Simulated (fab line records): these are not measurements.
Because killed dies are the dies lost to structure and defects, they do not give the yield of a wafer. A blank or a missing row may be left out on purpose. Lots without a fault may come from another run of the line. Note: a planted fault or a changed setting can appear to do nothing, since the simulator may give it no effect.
fab line records	flow nand_harc
record lots=14	wafers=40	last_day=33
route steps=1302 shown A_CHANNEL_HOLE_D1@451 THIN_TSV@1268 END@1302
lots that met no fault: taken from a fault-free run of the same line
start_h: hours from the record's first day to the start of the lot's first wafer shown	wait_h: time in hours since the lot's previous step	" identical to the entry in the row above	L1.1+2: one row covering several wafers at once	- either no value or no given start	* or withheld: withheld	< > ~ a bound
route shown NAME@n: names a module that has steps shown in the file, with the first one's number in the route	usual: mean and standard deviation over wafers with no fault	same: alike in all rows	chamber/n: place in a boat	sites: per-site readings	_std_site: the standard deviation of these	_edge_site: mean of outer sites minus mean of inner sites	radius_mm: how far each site lies from the wafer's centre	mask NAME#n: copy n	behind: the most recent tool/chamber to have shaped the wafer	hold: cause of the lot's hold/its duration in hours/its outcome	device: the transistor (n, p or np) that didn't switch	end of line: tests run on the same wafers once the route is complete	for a step that has no rows: nothing shown but its recipe	killed: dies lost to structure and defects at the first sort, not the wafer's yield	map: a wafer's dies, marking killed ones x, the rest . and places with no die _
set.NAME: the setting that was run; set.NAME@STEP: the one run at that earlier step	model.NAME: the simulator's own value behind a step, which no gauge read
a sample of lots followed through the steps of the route, with each step as a table and each wafer as a row
services: a tool's chamber out of use, with start hour (start_h, from the record's first day; less than 0 if before it), hours out, and reason
## steps
# step NHARC_A_CHANNEL_HOLE_D1_DEP_01
# recipe target_thk_a=1400	target_thk_nm=140	temp_c=400	pressure_torr=3.5	flow_sccm=200	rf_w=350	material=SiON
# usual heater_power_outer_w=419/69	heater_power_w=708/100
lot.wafer	tool	chamber	start_h	wait_h	heater_power_outer_w	heater_power_w
L156.1	pecvd-02	2	195.87	1.6	307	499
L156.3	"	0	"	"	337	653
L156.4	"	2	"	"	310	514
L157.2	pecvd-02	1	197.96	1.3	392	680
L157.3	"	2	"	"	302	497
L157.6	"	1	"	"	399	702
L158.3	pecvd-01	1	205.44	1.0	422	677
L158.2	"	0	"	"	401	727
L158.6	"	1	"	"	421	671
L159.1	pecvd-03	0	216.41	1.6	444	689
L159.4	"	1	"	"	566	947
L159.5	"	2	"	"	423	717
L161.3	pecvd-03	2	234.68	1.0	483	777
L161.5	"	1	"	"	544	902
L161.4	"	2	"	"	480	790
L162.3	pecvd-01	2	256.89	1.0	413	688
L162.2	"	1	"	"	464	770
L162.6	"	2	"	"	411	696
L164.4	pecvd-03	0	266.32	0.8	428	660
L164.6	"	1	"	"	591	976
L166.3	pecvd-03	0	289.12	1.0	477	746
L166.6	"	0	"	"	478	747
L167.2	pecvd-03	2	296.18	1.3	441	706
L167.4	"	0	"	"	437	698
L167.6	"	2	"	"	455	727
L171.1	pecvd-02	2	340.53	1.6	316	546
L171.3	"	0	"	"	407	724
L171.2	"	1	"	"	356	639
L174.1	pecvd-02	0	369.01	1.6	344	660
L174.2	"	2	"	"	344	566
L174.4	"	2	"	"	334	557
L175.1	pecvd-01	0	380.42	1.8	413	742
L175.2	"	2	"	"	449	706
L175.4	"	0	"	"	423	793
L176.2	pecvd-01	2	380.79	1.3	422	691
L176.5	"	1	"	"	361	577
L176.4	"	0	"	"	393	737
L177.2	pecvd-01	2	389.97	1.3	393	664
L177.6	"	0	"	"	421	738
L177.4	"	1	"	"	341	551
# step NHARC_THIN_TSV_ETCHBACK_48
# recipe target_depth_a=10285	over_etch_frac=0.3	time_s=405.17	ion_energy_ev=250	c4f8_flow_sccm=withheld	ar_flow_sccm=withheld	rf_w=600	bias_w=300	chemistry=C4F8/Ar
# usual chamber_pressure_mTorr=25.000/0.023	oes_product_au=0.938/0.023	rf_vpp_V=546/3.3
lot.wafer	tool	chamber	start_h	wait_h	chamber_pressure_mTorr	oes_product_au	rf_hours_counter_h	rf_vpp_V
L156.3	rie_diel-04	0	545.73	-	24.951	0.979	0.3	543
L156.4	"	1	"	"	25.030	0.978	0.5	545
L156.1	"	2	"	"	24.991	0.982	0.5	549
L157.3	rie_diel-11	3	546.99	-	24.968	0.944	4.4	546
L157.2	"	0	"	"	25.011	0.926	3.5	546
L157.6	"	2	"	"	24.960	0.928	-	544
L159.1	rie_diel-04	0	587.94	-	25.054	0.920	3.3	543
L159.4	"	2	"	"	24.964	0.927	3.1	549
L159.5	"	0	"	"	25.036	0.924	-	545
L158.2	rie_diel-11	0	589.15	-	25.023	0.932	4.5	545
L158.3	"	1	"	"	25.054	0.934	5.2	552
L158.6	"	3	"	"	25.002	0.926	-	544
L161.4	rie_diel-03	0	590.47	0.3	24.972	0.912	9.1	543
L161.3	"	1	"	"	24.990	0.913	9.7	541
L161.5	"	1	"	"	25.021	0.916	-	542
L162.3	rie_diel-03	3	621.43	-	25.013	0.917	11.2	551
L162.2	"	0	"	"	25.005	0.927	12.2	544
L162.6	"	1	"	"	24.971	0.915	-	541
L166.3	rie_diel-03	0	657.86	-	25.014	0.990	1.5	545
L167.2	rie_diel-04	3	677.80	-	24.993	0.957	7.4	549
L171.3	rie_diel-04	1	698.42	-	24.974	0.916	8.4	546
L171.2	"	3	"	"	25.002	0.907	8.7	551
L171.1	"	0	"	"	24.970	0.929	8.3	543
L174.1	rie_diel-03	0	727.09	-	25.054	0.929	5.2	545
L174.2	"	1	"	"	25.005	0.921	5.6	539
L174.4	"	2	"	"	24.982	0.928	4.4	542
L175.4	rie_diel-03	1	757.96	-	24.999	0.932	7.0	544
L175.2	"	2	"	"	24.978	0.935	5.7	545
L175.1	"	3	"	"	24.988	0.911	5.4	550
L176.4	rie_diel-11	1	759.27	-	24.951	0.932	6.9	552
L176.2	"	3	"	"	24.976	0.926	6.9	544
L176.5	"	1	"	"	25.005	0.930	-	552
L177.2	rie_diel-04	0	760.44	-	25.003	0.918	3.0	542
L177.4	"	2	"	"	25.007	0.922	1.7	549
L177.6	"	1	"	"	24.981	0.923	-	547
# step NHARC_THIN_TSV_DEGAS_49
# recipe temp_c=300	time_s=120
# usual heater_power_w=448/44
lot.wafer	tool	chamber	start_h	wait_h	heater_power_w
L156.3	pvd_sputter-02	-	546.25	0.1	462
L156.1	"	-	"	"	430
L156.4	"	-	"	"	513
L157.3	pvd_sputter-01	-	547.49	0.1	413
L157.2	"	-	"	"	432
L157.6	"	-	"	"	432
L159.1	pvd_sputter-02	-	588.50	0.2	474
L159.4	"	-	"	"	368
L159.5	"	-	"	"	476
L158.2	pvd_sputter-02	-	589.65	0.1	431
L158.3	"	-	"	"	370
L158.6	"	-	"	"	422
L161.3	pvd_sputter-03	-	590.99	0.1	447
L161.4	"	-	"	"	434
L161.5	"	-	"	"	444
L162.3	pvd_sputter-03	-	621.91	0.1	452
L162.2	"	-	"	"	452
L162.6	"	-	"	"	425
L166.3	pvd_sputter-03	-	658.63	0.1	434
L167.2	pvd_sputter-02	-	678.22	0.1	481
L171.3	pvd_sputter-01	-	698.94	0.1	418
L171.1	"	-	"	"	535
L171.2	"	-	"	"	514
L174.4	pvd_sputter-03	-	727.62	0.1	454
L174.2	"	-	"	"	409
L174.1	"	-	"	"	468
L175.1	pvd_sputter-02	-	758.45	0.1	471
L175.4	"	-	"	"	412
L175.2	"	-	"	"	508
L176.4	pvd_sputter-03	-	759.77	0.1	409
L176.2	"	-	"	"	441
L176.5	"	-	"	"	436
L177.4	pvd_sputter-03	-	760.99	0.1	465
L177.2	"	-	"	"	433
L177.6	"	-	"	"	413
# step NHARC_THIN_TSV_STRIP_56
# recipe power_w=1500	temp_c=250	chemistry=O2
# usual drypump_motor_current_A=6.05/0.22	heater_power_w=351/28
lot.wafer	tool	chamber	start_h	wait_h	drypump_motor_current_A	heater_power_w	rf_hours_counter_h
L156.1	plasma_asher-02	0	550.05	0.1	6.05	363	26
L156.4	"	1	"	"	6.42	307	-
L156.3	"	0	"	"	6.08	363	-
L157.2	plasma_asher-01	1	551.27	0.1	5.89	385	3
L157.3	"	1	"	"	5.89	389	-
L157.6	"	1	"	"	5.88	387	-
L159.1	plasma_asher-02	1	592.32	0.1	6.39	310	33
L159.4	"	1	"	"	6.42	306	-
L159.5	"	1	"	"	6.40	305	-
L158.2	plasma_asher-01	1	593.45	0.1	5.85	386	11
L158.3	"	1	"	"	5.86	391	-
L158.6	"	1	"	"	5.88	386	-
L161.4	plasma_asher-02	1	594.90	0.2	6.37	309	-
L161.3	"	0	"	"	6.07	361	-
L161.5	"	0	"	"	6.07	357	-
L162.2	plasma_asher-01	1	625.66	0.1	5.85	385	19
L162.3	"	0	"	"	5.84	359	-
L162.6	"	0	"	"	5.84	349	-
L166.3	plasma_asher-01	0	662.51	0.2	5.84	361	-
L167.2	plasma_asher-01	1	682.03	0.1	5.87	384	32
L171.1	plasma_asher-02	0	702.91	0.3	6.06	342	17
L171.2	"	1	"	"	6.40	311	17
L171.3	"	0	"	"	6.05	344	-
L174.2	plasma_asher-02	0	731.38	0.1	6.08	351	24
L174.1	"	1	"	"	6.43	308	24
L174.4	"	1	"	"	6.40	307	-
L175.1	plasma_asher-02	1	762.09	0.1	6.43	305	29
L175.2	"	0	"	"	6.07	349	29
L175.4	"	0	"	"	6.06	350	-
L176.2	plasma_asher-01	1	763.81	0.1	5.88	356	11
L176.4	"	1	"	"	5.86	357	-
L176.5	"	1	"	"	5.85	350	-
L177.2	plasma_asher-02	0	764.78	0.1	6.06	346	29
L177.4	"	0	"	"	6.07	343	-
L177.6	"	1	"	"	6.35	317	-
# step NHARC_END_SORT_01
# recipe temp_c=25
# usual killed_at_array=56/21	killed_at_other=1.2/1.6	killed_at_periphery=3.7/2.5	killed_dies=61/21	killed_open=3.1/1.8	killed_short=2.8/1.7
# same gross_dies=677
lot.wafer	tool	chamber	start_h	wait_h	killed_at_array	killed_at_other	killed_at_periphery	killed_dies	killed_open	killed_short
L156.1	prober-02	0	560.46	2.5	79	5	2	86	5	1
L156.3	prober-02	0	562.05	3.1	77	1	1	79	3	0
L156.4	prober-02	0	562.84	3.4	88	8	2	98	1	2
L157.2	prober-01	0	561.21	2.8	82	2	1	85	2	2
L157.3	prober-01	0	562.02	3.1	81	0	0	81	0	5
L157.6	prober-01	0	564.43	4.0	69	0	3	72	5	5
L159.1	prober-01	0	600.85	2.5	82	1	1	84	5	1
L159.4	prober-01	0	603.23	3.4	57	2	2	61	2	3
L159.5	prober-01	0	604.03	3.7	66	4	1	71	1	2
L161.3	prober-02	0	602.31	3.0	74	0	3	77	4	2
L161.4	prober-02	0	603.08	3.3	67	1	0	68	1	1
L161.5	prober-02	0	603.85	3.6	76	3	5	84	5	3
L158.2	prober-02	0	609.21	2.8	23	0	4	27	8	3
L158.3	prober-02	0	610.01	3.1	23	0	4	27	3	4
L158.6	prober-02	0	612.40	4.0	30	1	7	38	7	2
L162.2	prober-02	0	634.88	2.7	69	1	6	76	1	3
L162.3	prober-02	0	635.69	3.1	81	6	4	91	5	2
L162.6	prober-02	0	638.09	4.0	65	4	2	71	5	2
L164.4	prober-01	0	654.99	3.4	675	0	2	677	2	2
L164.6	prober-01	0	656.60	4.0	675	1	1	677	1	3
L166.3	prober-02	0	673.28	3.1	47	3	8	58	5	4
L166.6	prober-02	0	675.64	3.9	672	0	5	677	2	3
L167.2	prober-01	0	691.25	2.8	50	0	2	52	2	1
L167.4	prober-01	0	692.86	3.4	674	0	3	677	2	1
L167.6	prober-01	0	694.47	4.0	674	0	3	677	2	1
L171.1	prober-02	0	711.40	2.5	34	1	10	45	5	3
L171.2	prober-02	0	712.20	2.8	36	0	9	45	5	3
L171.3	prober-02	0	713.01	3.1	22	0	11	33	1	2
L174.1	prober-02	0	738.75	2.5	53	0	0	53	0	1
L174.2	prober-02	0	739.55	2.8	51	1	4	56	4	6
L174.4	prober-02	0	741.15	3.4	50	0	3	53	4	4
L175.1	prober-01	0	772.41	2.5	77	0	3	80	3	2
L175.2	prober-01	0	773.22	2.8	81	1	5	87	6	3
L175.4	prober-01	0	774.83	3.4	70	5	0	75	0	3
L176.2	prober-02	0	773.24	2.8	64	0	3	67	6	3
L176.4	prober-02	0	774.82	3.4	58	2	0	60	4	5
L176.5	prober-02	0	775.61	3.6	46	2	2	50	1	0
L177.2	prober-02	0	780.99	2.8	34	0	5	39	2	0
L177.4	prober-02	0	782.60	3.4	41	3	4	48	5	1
L177.6	prober-02	0	784.20	4.0	42	1	3	46	1	1
# killed by level:class
L156.1 A_CHANNEL_HOLE_D1:chamber_film_flake=34 A_SLIT:chamber_film_flake=17 A_CHANNEL_HOLE_D2:chamber_film_flake=7 A_CONTACT:chamber_film_flake=6 A_SGD_CUT:chamber_film_flake=5 THIN_TSV:chamber_film_flake=5 A_STAIRCASE:chamber_film_flake=3 P_M0:geometric_particle:open=2
L157.2 A_CHANNEL_HOLE_D1:chamber_film_flake=35 A_CHANNEL_HOLE_D2:chamber_film_flake=31 A_WL_FILL:chamber_film_flake=5 A_STAIRCASE:chamber_film_flake=4 A_CONTACT:chamber_film_flake=2 THIN_TSV:chamber_film_flake=2 A_CHANNEL_HOLE_D1:geometric_particle:open=1 A_CHANNEL_FILL_D1:geometric_particle:open=1
L157.3 A_CHANNEL_HOLE_D1:chamber_film_flake=35 A_CHANNEL_HOLE_D2:chamber_film_flake=33 A_WL_FILL:chamber_film_flake=3 A_CONTACT:chamber_film_flake=3 A_DECK1_JOINT:geometric_particle:short=2 A_CHANNEL_HOLE_D1:geometric_particle:short=1 A_CHANNEL_FILL_D1:geometric_particle:short=1 A_ONON_D2:geometric_particle:short=1
L156.3 A_CHANNEL_HOLE_D1:chamber_film_flake=30 A_SLIT:chamber_film_flake=20 A_CHANNEL_HOLE_D2:chamber_film_flake=8 A_SGD_CUT:chamber_film_flake=6 A_CONTACT:chamber_film_flake=6 A_ZERO_WELL:chamber_film_flake=2 A_ONON_D2:geometric_particle:open=1 A_SGD_CUT:geometric_particle:open=1
L156.4 A_CHANNEL_HOLE_D1:chamber_film_flake=32 A_SLIT:chamber_film_flake=25 A_CHANNEL_HOLE_D2:chamber_film_flake=13 THIN_TSV:chamber_film_flake=8 A_SGD_CUT:chamber_film_flake=7 A_WL_FILL:chamber_film_flake=3 P_BONDPAD:chamber_film_flake=2 A_STAIRCASE:chamber_film_flake=2
L157.6 A_CHANNEL_HOLE_D2:chamber_film_flake=31 A_CHANNEL_HOLE_D1:chamber_film_flake=20 A_WL_FILL:chamber_film_flake=4 A_CHANNEL_FILL_D1:geometric_particle:short=3 A_CONTACT:chamber_film_flake=3 A_STAIRCASE:chamber_film_flake=2 P_GATE:geometric_particle:open=1 A_ONON_D1:geometric_particle:open=1
L159.1 A_CHANNEL_HOLE_D2:chamber_film_flake=35 A_CHANNEL_HOLE_D1:chamber_film_flake=34 A_CONTACT:chamber_film_flake=3 A_STAIRCASE:chamber_film_flake=2 A_SLIT:chamber_film_flake=2 P_GATE:geometric_particle:open=1 A_SOURCE_PLATE:geometric_particle:short=1 A_CHANNEL_FILL_D1:geometric_particle:open=1
L161.3 A_SLIT:chamber_film_flake=33 A_CHANNEL_HOLE_D2:chamber_film_flake=32 A_CHANNEL_HOLE_D1:chamber_film_flake=4 P_CONTACT:geometric_particle:short=1 P_M0:geometric_particle:open=1 P_M1:geometric_particle:open=1 A_ONON_D1:geometric_particle:short=1 A_DECK1_JOINT:geometric_particle:open=1
L161.4 A_CHANNEL_HOLE_D2:chamber_film_flake=31 A_SLIT:chamber_film_flake=19 A_CHANNEL_HOLE_D1:chamber_film_flake=5 A_CHANNEL_FILL_D1:chamber_film_flake=3 A_STAIRCASE:chamber_film_flake=3 A_CONTACT:chamber_film_flake=2 A_DECK1_JOINT:geometric_particle:open=1 A_CHANNEL_FILL_D2:geometric_particle:short=1
L159.4 A_CHANNEL_HOLE_D2:chamber_film_flake=27 A_CHANNEL_HOLE_D1:chamber_film_flake=19 A_SLIT:chamber_film_flake=2 THIN_TSV:chamber_film_flake=2 A_ONON_D1:geometric_particle:short=1 A_CHANNEL_HOLE_D1:geometric_particle:short=1 A_CHANNEL_FILL_D2:geometric_particle:short=1 A_BLC:geometric_particle:open=1
L161.5 A_CHANNEL_HOLE_D2:chamber_film_flake=31 A_SLIT:chamber_film_flake=24 A_CHANNEL_HOLE_D1:chamber_film_flake=6 A_CONTACT:chamber_film_flake=4 P_M2:chamber_film_flake=3 A_STAIRCASE:chamber_film_flake=3 P_GATE:geometric_particle:open=2 THIN_TSV:chamber_film_flake=2
L159.5 A_CHANNEL_HOLE_D1:chamber_film_flake=28 A_CHANNEL_HOLE_D2:chamber_film_flake=26 A_CONTACT:chamber_film_flake=4 THIN_TSV:chamber_film_flake=4 A_STAIRCASE:chamber_film_flake=2 A_SLIT:chamber_film_flake=2 A_DECK1_JOINT:geometric_particle:short=1 A_SGD_CUT:geometric_particle:short=1
L158.2 A_CHANNEL_HOLE_D2:chamber_film_flake=8 A_CHANNEL_FILL_D2:geometric_particle:open=3 A_CONTACT:chamber_film_flake=3 A_CHANNEL_HOLE_D1:chamber_film_flake=2 A_STAIRCASE:chamber_film_flake=2 P_CONTACT:geometric_particle:open=1 P_M0:geometric_particle:short=1 P_M1:geometric_particle:open=1
L158.3 A_CHANNEL_HOLE_D2:chamber_film_flake=6 A_CONTACT:chamber_film_flake=5 A_STAIRCASE:chamber_film_flake=4 P_M0:geometric_particle:open=1 A_ONON_D1:geometric_particle:short=1 A_CHANNEL_FILL_D2:geometric_particle:short=1 A_CHANNEL_FILL_D2:geometric_particle:open=1 A_WL_FILL:geometric_particle:short=1
L158.6 A_CHANNEL_HOLE_D2:chamber_film_flake=11 A_STAIRCASE:chamber_film_flake=6 A_CONTACT:chamber_film_flake=3 P_CONTACT:geometric_particle:open=2 A_DECK1_JOINT:chamber_film_flake=2 P_GATE:geometric_particle:open=1 P_M0:geometric_particle:open=1 P_M0:geometric_particle:short=1
L162.2 A_SLIT:chamber_film_flake=25 A_CHANNEL_HOLE_D2:chamber_film_flake=24 A_CONTACT:chamber_film_flake=8 A_CHANNEL_HOLE_D1:chamber_film_flake=7 P_M0:geometric_particle:short=2 P_GATE:chamber_film_flake=2 A_STAIRCASE:chamber_film_flake=2 P_CONTACT:geometric_particle:short=1
L162.3 A_CHANNEL_HOLE_D2:chamber_film_flake=30 A_SLIT:chamber_film_flake=28 A_CONTACT:chamber_film_flake=8 THIN_TSV:chamber_film_flake=6 A_STAIRCASE:chamber_film_flake=4 A_CHANNEL_FILL_D1:chamber_film_flake=3 P_GATE:chamber_film_flake=2 A_CHANNEL_HOLE_D1:chamber_film_flake=2
L162.6 A_SLIT:chamber_film_flake=25 A_CHANNEL_HOLE_D2:chamber_film_flake=24 A_CONTACT:chamber_film_flake=5 THIN_TSV:chamber_film_flake=4 A_CHANNEL_HOLE_D1:chamber_film_flake=2 P_M0:geometric_particle:open=1 A_ONON_D1:geometric_particle:open=1 A_CHANNEL_FILL_D1:geometric_particle:open=1
L164.4 A_CHANNEL_HOLE_D1:area_dep=610 A_CHANNEL_HOLE_D1:chamber_film_flake=26 A_SLIT:chamber_film_flake=16 A_CHANNEL_HOLE_D2:chamber_film_flake=15 P_M1:chamber_film_flake=2 A_M1:chamber_film_flake=2 A_SOURCE_PLATE:geometric_particle:short=1 A_CHANNEL_HOLE_D2:geometric_particle:open=1
L164.6 A_CHANNEL_HOLE_D1:area_dep=587 A_CHANNEL_HOLE_D1:chamber_film_flake=34 A_SLIT:chamber_film_flake=29 A_CHANNEL_HOLE_D2:chamber_film_flake=15 A_STAIRCASE:chamber_film_flake=4 P_CONTACT:geometric_particle:short=1 A_ONON_D2:geometric_particle:short=1 A_CHANNEL_HOLE_D2:geometric_particle:short=1
L166.3 A_CHANNEL_HOLE_D1:chamber_film_flake=37 P_GATE:chamber_film_flake=3 P_M0:geometric_particle:open=2 P_STI:chamber_film_flake=2 P_CONTACT:geometric_particle:open=1 A_SOURCE_PLATE:geometric_particle:short=1 A_ONON_D1:geometric_particle:short=1 A_M0:geometric_particle:open=1
L166.6 A_CHANNEL_HOLE_D1:area_dep=630 A_CHANNEL_HOLE_D1:chamber_film_flake=29 P_GATE:chamber_film_flake=4 A_WL_FILL:geometric_particle:short=2 A_M0:geometric_particle:open=2 A_STAIRCASE:chamber_film_flake=2 A_CONTACT:chamber_film_flake=2 A_M1:geometric_particle:short=1
L167.2 A_CHANNEL_HOLE_D2:chamber_film_flake=20 A_CHANNEL_HOLE_D1:chamber_film_flake=13 A_CHANNEL_FILL_D2:chamber_film_flake=5 A_BLC:chamber_film_flake=3 P_BONDPAD:chamber_film_flake=2 A_SLIT:chamber_film_flake=2 A_STAIRCASE:chamber_film_flake=2 A_CONTACT:chamber_film_flake=2
L167.4 A_CHANNEL_HOLE_D1:area_dep=630 A_CHANNEL_HOLE_D2:chamber_film_flake=16 A_CHANNEL_HOLE_D1:chamber_film_flake=7 A_STAIRCASE:chamber_film_flake=4 A_CONTACT:chamber_film_flake=4 A_DECK1_JOINT:chamber_film_flake=3 A_SLIT:chamber_film_flake=3 A_BLC:chamber_film_flake=3
L167.6 A_CHANNEL_HOLE_D1:area_dep=639 A_CHANNEL_HOLE_D2:chamber_film_flake=13 A_CHANNEL_HOLE_D1:chamber_film_flake=8 A_BLC:chamber_film_flake=4 P_BONDPAD:chamber_film_flake=3 A_STAIRCASE:chamber_film_flake=2 A_SLIT:chamber_film_flake=2 A_CHANNEL_FILL_D1:geometric_particle:open=1
L171.1 A_CONTACT:chamber_film_flake=15 P_CONTACT:chamber_film_flake=7 A_CHANNEL_HOLE_D1:chamber_film_flake=7 A_SLIT:chamber_film_flake=4 P_M0:geometric_particle:open=2 A_STAIRCASE:chamber_film_flake=2 A_ONON_D1:geometric_particle:open=1 A_ONON_D2:geometric_particle:short=1
L171.2 A_CONTACT:chamber_film_flake=12 A_CHANNEL_HOLE_D1:chamber_film_flake=9 P_CONTACT:chamber_film_flake=5 P_GATE:chamber_film_flake=3 A_STAIRCASE:chamber_film_flake=3 A_SLIT:chamber_film_flake=3 A_ONON_D2:geometric_particle:open=2 P_M0:geometric_particle:short=1
L171.3 A_CHANNEL_HOLE_D1:chamber_film_flake=9 A_CONTACT:chamber_film_flake=7 P_CONTACT:chamber_film_flake=6 A_SLIT:chamber_film_flake=3 P_GATE:chamber_film_flake=2 P_M0:geometric_particle:short=1 P_M1:geometric_particle:open=1 A_DECK1_JOINT:geometric_particle:short=1
L174.1 A_CHANNEL_HOLE_D2:chamber_film_flake=22 A_CHANNEL_HOLE_D1:chamber_film_flake=10 A_SLIT:chamber_film_flake=7 A_STAIRCASE:chamber_film_flake=5 A_ZERO_WELL:chamber_film_flake=2 A_CHANNEL_FILL_D1:chamber_film_flake=2 A_CONTACT:chamber_film_flake=2 A_SGD_CUT:geometric_particle:short=1
L174.2 A_CHANNEL_HOLE_D2:chamber_film_flake=20 A_STAIRCASE:chamber_film_flake=6 A_CHANNEL_HOLE_D1:chamber_film_flake=5 A_SLIT:chamber_film_flake=5 A_CONTACT:chamber_film_flake=5 A_BLC:geometric_particle:open=2 A_CHANNEL_FILL_D1:chamber_film_flake=2 P_CONTACT:geometric_particle:short=1
L174.4 A_CHANNEL_HOLE_D2:chamber_film_flake=21 A_CHANNEL_HOLE_D1:chamber_film_flake=9 A_STAIRCASE:chamber_film_flake=7 A_WL_FILL:geometric_particle:short=3 P_BONDPAD:chamber_film_flake=2 A_SLIT:chamber_film_flake=2 P_STI:geometric_particle:open=1 A_SOURCE_PLATE:geometric_particle:open=1
L175.1 A_SLIT:chamber_film_flake=25 A_CHANNEL_HOLE_D2:chamber_film_flake=24 A_CHANNEL_HOLE_D1:chamber_film_flake=10 A_CONTACT:chamber_film_flake=7 A_M0:chamber_film_flake=5 P_GATE:geometric_particle:open=1 P_M2:geometric_particle:open=1 A_ONON_D1:geometric_particle:short=1
L175.2 A_SLIT:chamber_film_flake=31 A_CHANNEL_HOLE_D2:chamber_film_flake=20 A_CHANNEL_HOLE_D1:chamber_film_flake=12 A_CONTACT:chamber_film_flake=7 A_CHANNEL_FILL_D1:chamber_film_flake=3 P_GATE:chamber_film_flake=2 P_STI:geometric_particle:open=1 P_GATE:geometric_particle:open=1
L176.2 A_SLIT:chamber_film_flake=29 A_CHANNEL_HOLE_D1:chamber_film_flake=17 A_SGD_CUT:chamber_film_flake=4 A_M0:geometric_particle:open=3 A_CHANNEL_HOLE_D2:chamber_film_flake=2 A_DECK1_JOINT:geometric_particle:short=1 A_ONON_D2:geometric_particle:short=1 A_ONON_D2:geometric_particle:open=1
L176.4 A_SLIT:chamber_film_flake=32 A_CHANNEL_HOLE_D1:chamber_film_flake=10 A_SGD_CUT:chamber_film_flake=3 A_CONTACT:chamber_film_flake=3 A_ONON_D1:geometric_particle:short=1 A_CHANNEL_FILL_D1:geometric_particle:short=1 A_DECK1_JOINT:geometric_particle:open=1 A_DECK1_JOINT:geometric_particle:short=1
L175.4 A_SLIT:chamber_film_flake=26 A_CHANNEL_HOLE_D2:chamber_film_flake=21 A_CHANNEL_HOLE_D1:chamber_film_flake=8 A_M0:chamber_film_flake=7 THIN_TSV:chamber_film_flake=5 A_CONTACT:chamber_film_flake=3 A_ONON_D1:geometric_particle:short=1 A_WL_FILL:geometric_particle:short=1
L176.5 A_SLIT:chamber_film_flake=26 A_CHANNEL_HOLE_D1:chamber_film_flake=14 A_SGD_CUT:chamber_film_flake=2 THIN_TSV:chamber_film_flake=2 P_CONTACT:geometric_particle:open=1 P_BONDPAD:chamber_film_flake=1 A_CHANNEL_HOLE_D2:chamber_film_flake=1 A_STAIRCASE:chamber_film_flake=1
L177.2 A_CHANNEL_HOLE_D1:chamber_film_flake=20 A_SLIT:chamber_film_flake=11 P_CONTACT:chamber_film_flake=4 A_CHANNEL_FILL_D2:geometric_particle:open=1 A_M1:geometric_particle:open=1 P_GATE:chamber_film_flake=1 A_CONTACT:chamber_film_flake=1
L177.4 A_CHANNEL_HOLE_D1:chamber_film_flake=19 A_SLIT:chamber_film_flake=5 A_STAIRCASE:chamber_film_flake=4 STARTING-WAFER:geometric_particle:open=2 P_CONTACT:chamber_film_flake=2 A_DECK1_JOINT:chamber_film_flake=2 A_WL_FILL:chamber_film_flake=2 A_CONTACT:chamber_film_flake=2
L177.6 A_CHANNEL_HOLE_D1:chamber_film_flake=26 A_SLIT:chamber_film_flake=5 A_CONTACT:chamber_film_flake=5 P_CONTACT:chamber_film_flake=2 A_WL_FILL:chamber_film_flake=2 A_ONON_D1:geometric_particle:short=1 A_CHANNEL_HOLE_D2:geometric_particle:open=1 P_GATE:chamber_film_flake=1
## services
tool	chamber	start_h	hours	kind
rie_diel-04	-	177.90	9.0	pm
pecvd-03	-	185.23	13.0	pm
rie_diel-04	0	206.37	1.6	repair
rie_diel-04	3	218.29	5.2	repair
plasma_asher-02	-	249.73	9.0	pm
pvd_sputter-03	-	297.02	1.9	repair
pecvd-01	-	311.00	13.0	pm
plasma_asher-01	-	346.61	9.0	pm
pvd_sputter-03	-	348.04	10.0	pm
pecvd-01	2	358.90	8.7	repair
plasma_asher-02	-	426.73	9.0	pm
pvd_sputter-03	-	429.78	12.4	repair
plasma_asher-02	-	475.04	1.4	repair
pecvd-01	-	492.00	13.0	pm
plasma_asher-01	-	523.61	9.0	pm
pvd_sputter-03	-	526.04	10.0	pm
pvd_sputter-03	-	588.01	0.6	repair
plasma_asher-02	-	603.81	9.0	pm
pvd_sputter-03	-	612.78	5.1	repair
plasma_asher-02	-	657.54	3.0	repair
pecvd-01	-	673.00	13.0	pm
pvd_sputter-03	-	690.15	3.2	repair
plasma_asher-01	-	700.61	9.0	pm
pvd_sputter-03	-	704.04	10.0	pm
## key
first_sign step=NHARC_END_SORT_01	reading=killed_at_array	direction=up	sigmas=29	usual=56	struck=674
effect step=NHARC_END_SORT_01	reading=killed_dies	direction=up	sigmas=29	usual=61	struck=677
more_kills_born_at NHARC_A_CHANNEL_HOLE_D1_DEP_01@pecvd-03=3096
met_at NHARC_A_CHANNEL_HOLE_D1_DEP_01
struck_lots L164,L166,L167
struck_wafers L164.4,L164.6,L166.6,L167.4,L167.6
later_rows_left_out L164.4,L164.6,L166.6,L167.4,L167.6
tester_left_out L164,L166,L167
not_acting_at NHARC_THIN_TSV_ETCHBACK_48,NHARC_THIN_TSV_DEGAS_49,NHARC_THIN_TSV_STRIP_56
onset_between 234.68 266.32
fault kind=process_parameter_drift	tool=pecvd-03	chamber=-	onset_h=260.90	steps=NHARC_A_CHANNEL_HOLE_D1_DEP_01	channel=target_thk_nm	offset=105.94	shape=step	end_h=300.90	scope=struck_wafers_only	acts_in=these_recipes_only	stated=140
# tester_left_out: of these lots the tester's yield and bins aren't shown, on N5 and GAA mostly nor the transistor test; their killed dies are dies lost to structure and defects alone, not to doping, threshold or leakage, so they don't give the yield
# later_rows_left_out: the simulator's readings of these wafers behind a module that went badly wrong aren't trusted and aren't shown, but for the sort
